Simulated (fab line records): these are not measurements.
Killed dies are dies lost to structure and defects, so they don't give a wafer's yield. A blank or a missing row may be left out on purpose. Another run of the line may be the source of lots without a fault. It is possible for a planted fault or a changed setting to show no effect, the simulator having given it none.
Struck lot and sound lot, side by side + flow nandHarc + 15 steps out of a route of 1302
Sound: these wafers, L146.1, L146.3, L146.4. Wafers L152.1, L152.2, L152.5 were the ones struck. Last of all comes the cause.
Each step with rows lists, per side, the tool, then ch with its chambers, then its first start. Under that, the readings that differ: sound wafers + struck wafers + difference of the means + sigmas: that difference in standard deviations of wafers without a fault.
alike: a reading whose means differ by less than 2 such deviations, as well as words and numbers matching on both sides. not compared: withheld readings; readings where some wafer has no value; bounds like >300 that might hide an equal value; numbers whose values overlap and for which the record gives no deviation.
A row with sigmas, a row that says differs or no value, or rows on one side alone: a step with any of these is where the two part. Numbers that don't overlap but have no deviation are shown without sigmas and don't part them. Lack of a reading on every wafer of one side parts them only where that side has two or more wafers.

first, 8 steps without rows for these wafers: NHARC_A_SLIT_DEHYDRATE_01 (time 120 s); NHARC_A_SLIT_HMDS_02 (time 30 s); NHARC_A_SLIT_COAT_03 (resist thk 90 nm); NHARC_A_SLIT_SOFTBAKE_04 (time 55 s); NHARC_A_SLIT_EBR_05; NHARC_A_SLIT_EXPOSE_06 (exposes mask SLIT); NHARC_A_SLIT_PEB_07 (peb time 65 s); NHARC_A_SLIT_DEVELOP_08 (develop time 35 s).
NHARC_A_SLIT_CD_MEAS_09: target cd 300 nm.
  sound on cdSem-03 ch 0, day 23 05:01; struck on cdSem-02 ch 0, day 25 05:49
  alike: cdNm
NHARC_A_SLIT_OVL_MEAS_10:
  sound on overlay-01 at day 23 05:05; struck on overlay-02 at day 25 05:55
| reading         | sound       | struck         | difference | sigmas |
|-----------------|-------------|----------------|------------|--------|
| overlayYNm (nm) | 0.7 1.2 0.9 | -2.1 -1.1 -1.2 | -2.4       | -3     |
  alike: overlayXNm
NHARC_A_SLIT_INSPECT_11:
  sound on defectInspect-01 at day 23 05:08; struck on defectInspect-01 at day 25 05:56
  alike: rawDefectCount
NHARC_A_SLIT_DESCUM_14: chemistry O2, time 3 s.
  sound on rieDiel-03 ch 1,2,3, day 23 05:11; struck on rieDiel-03 ch 0,1,2, day 25 06:01
  alike: chamberPressureMTorr, drypumpMotorCurrentA, oesProductAu, rfVppV, showerheadPlenumPTorr, throttleValvePct
  not compared: rfHoursCounterH
NHARC_A_SLIT_ETCH_24: etches the open film in CF4/CHF3, target depth 121 nm, time 60.5 s.
  sound on rieDiel-03 ch 0,2,3, day 23 05:17; struck on rieDiel-03 ch 1,2,3, day 25 06:06
  no value came back on the struck wafers for any of 9 readings (biasW (W), cf4FlowSccm (sccm) and others); on the sound wafers biasW (W) reads 200.3 200.3 199.2
NHARC_A_SLIT_ETCH_15: etches the open film in O2/COS, target depth 6200 nm, time 1612 s.
  sound on rieDiel-03 ch 0,1,3; struck on rieDiel-03 ch 1,2,3, day 25 06:10
  alike: biasW, chamberPressureMTorr, drypumpMotorCurrentA, oesProductAu, rfVppV, showerheadPlenumPTorr, throttleValvePct
  not compared: rfHoursCounterH
-- record jumps: 5 days between struck wafers' starts before vs after; left off in module A_SLIT, resumes in module END, first step shown is number 1302 of the route --
NHARC_END_SORT_01:
  sound on prober-02 ch 0, day 27 23:03; struck on prober-02 ch 0, day 30 00:11
| reading       | sound    | struck                                                            | difference                   | sigmas |
|---------------|----------|-------------------------------------------------------------------|------------------------------|--------|
| hold          | - - -    | awaitDispo/1.6h/scrap awaitDispo/1.6h/scrap awaitDispo/1.6h/scrap | no value on the sound wafers |        |
| killedAtArray | 46 53 25 | 672 670 674                                                       | +631                         | +37    |
| killedDies    | 48 56 27 | 677 677 677                                                       | +633                         | +40    |
  alike: killedAtOther, killedAtPeriphery, killedOpen, killedShort

WHERE THEY PART
At NHARC_A_SLIT_OVL_MEAS_10 first; at NHARC_END_SORT_01 last (within this record only).

WHY: what the simulator had put in
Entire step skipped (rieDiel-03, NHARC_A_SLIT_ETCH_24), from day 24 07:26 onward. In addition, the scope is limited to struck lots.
